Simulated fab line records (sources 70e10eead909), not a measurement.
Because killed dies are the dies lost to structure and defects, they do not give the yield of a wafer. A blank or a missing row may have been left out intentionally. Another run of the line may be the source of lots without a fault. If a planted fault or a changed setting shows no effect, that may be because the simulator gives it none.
Which tool is to blame?	flow nandHarc	route of 1302 steps, sampled at 1 step: 14 lots, 42 wafers

== WHAT THE GAUGES READ, wafer by wafer ==
NHARC_P_GATE_INSPECT_68. Usual: rawDefectCount at 186, with a standard deviation of 71.
lot	measured	on	rawDefectCount	flag
L627	day 5 00:47	defectInspect-02	128 191 440	
L626	day 5 01:31	defectInspect-02	272 207 92	
L628	day 5 17:48	defectInspect-02	249 246 265	
L629	day 5 19:26	defectInspect-01	176 249 228	
L630	day 6 09:02	defectInspect-02	270 316 248	
L631	day 7 04:33	defectInspect-02	162 285 256	
L634	day 8 00:38	defectInspect-01	230 169 122	
L638	day 9 15:13	defectInspect-02	229 124 287	
L639	day 10 02:50	defectInspect-02	130 133 280	
L641	day 10 23:18	defectInspect-01	179 199 176	
L646	day 13 06:55	defectInspect-01	101 99 147	
L647	day 13 10:58	defectInspect-02	115 104 180	
L648	day 13 23:04	defectInspect-02	189 180 255	
L649	day 14 05:35	defectInspect-01	96 108 135	

== EACH LOT AND THE TOOL THAT RAN IT (in order: tool; ch and the chambers of the sampled wafers; start) ==
Record: no process step prior to these readings.

== WHAT THE TOOLS THEMSELVES READ (means of the sampled wafers that have a number; where no wafer has one, the mark that the record gives instead) ==
The record holds no such reading with a usual standard deviation.

== THE ANSWER, worked out from the rows above alone ==
Rule: lot off if the mean of its wafers having a number is beyond 3 standard deviations from the usual mean. Also off: a lot with no number at a reading for which 4 or more lots have one. Any other lot the step has rows for is counted as sound. After the gauges, taken in route order, come the tools' own readings; for these a lot's mean is taken, as printed above. The first step at which some lot is off is used, and at that step the reading that is off furthest; a lot without a number counts as furthest.
Across all readings shown, no lot is off: no conclusion can be drawn from this.

== WHAT THE SIMULATOR HAD PUT IN ==
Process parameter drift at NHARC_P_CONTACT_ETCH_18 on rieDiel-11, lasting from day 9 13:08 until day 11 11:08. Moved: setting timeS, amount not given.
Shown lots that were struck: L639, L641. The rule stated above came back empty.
